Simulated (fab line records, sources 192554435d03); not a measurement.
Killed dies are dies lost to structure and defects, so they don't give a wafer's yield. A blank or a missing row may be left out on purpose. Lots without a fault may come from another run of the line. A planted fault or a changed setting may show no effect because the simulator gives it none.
Problem report in the 8D (eight disciplines) form, filled by code | flow n5_finfet | the parts of the form that need people (team, actions taken, sign-off) are left out

1. THE PROBLEM
spin_speed_rpm at N5_BEOL_M7_COAT_05 reads a mean of 1414.8 rpm on 6 wafers of 2 lots; wafers without a fault read 1500.0 rpm with a standard deviation of 0.9. That is -95 standard deviations from the usual mean.
The step: resist thk 90 nm.
First seen on wafer L881.1, day 12 16:35, on litho_track-03. The record holds 18 wafers of 6 lots with a number at this step. Rule for "out", or "out of limits": more than 4 standard deviations from the usual mean. The other wafers with a number count as sound.

2. WHAT IT IS AND WHAT IT IS NOT
question                    | is                     | is not
which readings at this step | spin_speed_rpm         | chill_plate_temp_C
which lots                  | L880, L881             | L870, L873, L885, L887
which wafers of those lots  | all that have a number | -
read on which tools         | litho_track-03         | litho_track-01, litho_track-02
when                        | from day 12 16:35      | up to then (6 sound wafers); but 6 sound wafers of L885, L887 came after

3. SUSPECTS, AND WHAT RULES EACH OUT
Counting: a tool at a process step up to the reading stays a suspect if it ran every lot that is out and no sound lot after the first of them.
- pecvd-02 at N5_BEOL_M6_DEP_56 (deposits SiCN from 3MS/NH3, target thk 10 nm, time 17.5 s): ruled out as a lasting fault. Sound lots L887 ran on it after its first lot that is out, L881 (day 12 14:52).
- pecvd-04 at N5_BEOL_M7_PECVD_70 (deposits SiO2 from TEOS/O2, target thk 20 nm, time 22.7 s): kept. It ran every lot that is out, first L881 (day 12 15:38), and no sound lot after that.
- litho_track-03 at N5_BEOL_M7_COAT_05 (resist thk 90 nm): kept. It ran every lot that is out, first L881 (day 12 16:35), and no sound lot after that; its last sound lot up to then is L873 (day 10 12:15). Its own readings are out on those wafers: spin_speed_rpm.
Left after counting: pecvd-04 at N5_BEOL_M7_PECVD_70, litho_track-03 at N5_BEOL_M7_COAT_05.

4. THE CAUSE (what the simulator had put in)
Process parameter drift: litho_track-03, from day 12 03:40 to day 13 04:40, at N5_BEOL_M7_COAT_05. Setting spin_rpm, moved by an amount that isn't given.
Counting left 2 suspects, and this tool is among them.

5. THE CHAIN OF EFFECTS, in route order
Each row: a reading whose mean over the struck wafers that have a number lies more than 3 standard deviations from the usual. Only readings for which the record gives a usual standard deviation are gone through. hours: the time from each lot's start at the first step in this table that gives one to its start at this step, as a median over the lots. sigmas: the change in usual standard deviations.
hours | step               | reading        | usual      | on struck wafers | change | sigmas
0     | N5_BEOL_M7_COAT_05 | spin_speed_rpm | 1500.0 rpm | 1414.8           | -85.2  | -95
The process steps in it:
- N5_BEOL_M7_COAT_05: resist thk 90 nm.
Later measuring or inspecting steps at which every struck wafer that the step has a row for has a number for every such reading, and none has moved that far: N5_BEOL_M7_CD_MEAS_11, N5_BEOL_M7_OVL_MEAS_12, N5_BEOL_M7_INSPECT_13.

6. WHAT WOULD HAVE CAUGHT IT SOONER
In this record the first reading out of limits was taken at day 12 16:35, 13 hours after the fault began at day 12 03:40.
